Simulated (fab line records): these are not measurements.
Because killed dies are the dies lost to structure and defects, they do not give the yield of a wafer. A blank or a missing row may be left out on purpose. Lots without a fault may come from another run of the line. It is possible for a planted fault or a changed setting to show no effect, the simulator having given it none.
Split-lot experiment	flow n5 finfet	on a route of 1938 steps: 7 lots, 39 wafers read

## THE SPLIT ITSELF
At N5_MOL_CONTACT_COAG_ETCH_110 (etches Si in CF4/O2, target depth 2.5 nm, time 8 s), the setting bias w was moved away from the recipe's 12 W on 15 of the 39 wafers read, by -18.4% to +5.0%. All remaining wafers had this setting at the recipe value.

The reading is taken at the split's own step.

## THE READING
rf vpp V, in V, at N5_MOL_CONTACT_COAG_ETCH_110 (etches Si in CF4/O2, target depth 2.5 nm, time 8 s). A value of 126.6 V with a standard deviation of 2.4 V is what fault-free wafers of this fab line usually give.

wafer	tool, chamber at the split	bias w as run, W	against the recipe	rf vpp V, V	against lot-mates on the recipe
L075.1	rie diel-01, 1	12	recipe	126.1	-
L075.2	rie diel-01, 0	12	recipe	129.1	-
L075.3	rie diel-01, 2	9.831	-18.1%	103.5	-23.8
L075.4	rie diel-01, 1	12	recipe	126.6	-
L075.5	rie diel-01, 2	9.831	-18.1%	104.9	-22.4
L075.6	rie diel-01, 0	9.831	-18.1%	110.4	-16.9
L081.1	rie diel-01, 3	9.796	-18.4%	107.0	-18.6
L081.2	rie diel-01, 1	12	recipe	126.3	-
L081.3	rie diel-01, 2	9.796	-18.4%	104.4	-21.2
L081.4	rie diel-01, 1	12	recipe	127.5	-
L081.5	rie diel-01, 3	9.796	-18.4%	105.1	-20.5
L081.6	rie diel-01, 2	12	recipe	122.9	-
L082.1	rie diel-04, 1	12	recipe	129.3	-
L082.2	rie diel-04, 0	11.38	-5.2%	121.8	-7.1
L082.3	rie diel-04, 2	11.38	-5.2%	120.7	-8.2
L082.4	rie diel-04, 1	12	recipe	129.2	-
L082.5	rie diel-04, 2	11.38	-5.2%	121.3	-7.6
L082.6	rie diel-04, 0	12	recipe	128.3	-
L084.1	rie diel-03, 1	12	recipe	126.9	-
L084.2	rie diel-03, 2	12.6	+5.0%	129.4	+3.5
L084.3	rie diel-03, 3	12	recipe	125.1	-
L084.4	rie diel-03, 2	12	recipe	125.8	-
L084.5	rie diel-03, 1	12.6	+5.0%	133.3	+7.4
L084.6	rie diel-03, 3	12.6	+5.0%	130.0	+4.1
L089.1	rie diel-04, 2	12	recipe	127.7	-
L089.2	rie diel-04, 3	10.97	-8.6%	115.3	-13.4
L089.3	rie diel-04, 1	12	recipe	129.6	-
L089.4	rie diel-04, 2	10.97	-8.6%	118.1	-10.6
L089.5	rie diel-04, 3	10.97	-8.6%	115.7	-13.0
L089.6	rie diel-04, 1	12	recipe	128.8	-
L092.1	rie diel-01, 3	12	recipe	125.0	-
L092.3	rie diel-01, 2	12	recipe	122.5	-
L092.5	rie diel-01, 0	12	recipe	128.8	-
L097.1	rie diel-03, 0	12	recipe	131.5	-
L097.2	rie diel-03, 3	12	recipe	125.6	-
L097.3	rie diel-03, 1	12	recipe	126.7	-
L097.4	rie diel-03, 2	12	recipe	124.9	-
L097.5	rie diel-03, 2	12	recipe	124.7	-
L097.6	rie diel-03, 1	12	recipe	127.8	-

THE FIT
A straight line over all 39 wafers: rf vpp V changes by +1.14 V for each +1% of bias w; r = +0.97; the points scatter about the line by 2.1 V.
The same after taking each lot's own level away (the mean of its wafers on the recipe; 39 wafers): +1.14 V for each +1%; r = +0.97; scatter 2 V.
The reading moves by 21 V for the largest change in bias w, on that fit.
The span of the lots' own levels, 125.43 to 128.93 V, comes to 1.5 times the standard deviation stated above.
Consequently the slope shifts little with the lot-to-lot level, the two slopes agreeing.
Check: with one of the wafers moved furthest among these (-18.4%) left out of the fit, the line predicts -21.8 V for it against its lot-mates. Against them it came out at -18.6 V.
Tool readings at the split's step, against how far the setting was moved: rf vpp V r = +0.97.

## FILE'S OWN FIT
rf vpp V changes by +1.16 V for each +1% of bias w, r = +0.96.
